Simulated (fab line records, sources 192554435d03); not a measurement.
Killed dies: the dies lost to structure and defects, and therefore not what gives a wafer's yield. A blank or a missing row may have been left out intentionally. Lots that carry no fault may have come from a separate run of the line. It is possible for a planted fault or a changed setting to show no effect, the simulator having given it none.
Which of the tools did it? ; flow n5Finfet ; 9 lots with 27 wafers sampled at 2 steps, on a route of 1938 steps

## WHAT THE GAUGES READ, wafer by wafer
N5_HKMG_FIN_INSPECT_14: inspects for defects (macro).
lot;measured;on;rawDefectCount
L952;day 4 09:06;defectInspect-01;5 1 2
L955;day 5 02:29;defectInspect-02;0 2 2
L956;day 5 13:14;defectInspect-02;2 2 3
L968;day 8 11:35;defectInspect-01;>300 >300 >300
L969;day 8 22:19;defectInspect-01;>300 >300 >300
L971;day 9 03:49;defectInspect-01;0 1 3
L972;day 9 11:52;defectInspect-02;>300 >300 >300
L973;day 9 16:58;defectInspect-02;3 4 5
L974;day 9 21:44;defectInspect-01;4 2 3

## TOOL THAT RAN EACH LOT (tool first, then ch and the chambers of the sampled wafers, then the start)
lot;N5_HKMG_FIN_ALD_36
L952;aldMetal-03 ch 0,2,3, day 4 07:53
L955;aldMetal-03 ch 0,1,2, day 5 01:22
L956;aldMetal-03 ch 0,1,2, day 5 12:08
L968;aldMetal-03 ch 1,2, day 8 10:29
L969;aldMetal-03 ch 1,2, day 8 21:07
L971;aldMetal-04 ch 0,3, day 9 02:35
L972;aldMetal-03 ch 1,3, day 9 10:39
L973;aldMetal-04 ch 0,2,3, day 9 15:46
L974;aldMetal-04 ch 0,2,3, day 9 20:32
- N5_HKMG_FIN_ALD_36: deposits TiN, target thk 1 nm, pulse time 1 s, purge time 3 s.

## THE ANSWER, worked out from the rows above alone
Rule: the usual values come from the lots themselves. The widest of any qualifying gaps counts: lots, ordered by their means at a reading, are off when they make up no more than a third of the lots, leave a main group of 4 or more, and stand apart from it by 3 or more times the standard deviation of that group's means. If all means in a main group match to the digits the tables above print for the reading, that group is not used. A lot without any number at a reading at which 4 lots or more have one is off too. The other lots that the step has rows for count as sound.
Off, at N5_HKMG_FIN_INSPECT_14 on rawDefectCount: L968, L969, L972. Without a number there: L968, L969, L972. For the main group the mean is 2.4 and the standard deviation 0.94.
A tool fits if, at a process step before that reading, it ran every lot that is off, and no sound lot after the first of them. Gauges at N5_HKMG_FIN_INSPECT_14: tried the same way as those tools. One fits: aldMetal-03 at N5_HKMG_FIN_ALD_36. A fault onset in the window from L956 (day 5 12:08, its last sound lot) to L968 (day 8 10:29, its first lot off) fits.

## WHAT WAS PUT IN BY THE SIMULATOR
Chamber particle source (aldMetal-03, N5_HKMG_FIN_ALD_36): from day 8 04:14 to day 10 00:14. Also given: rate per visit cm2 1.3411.
Lots struck among those shown: L968, L969, L972. The rule given above showed the same thing.
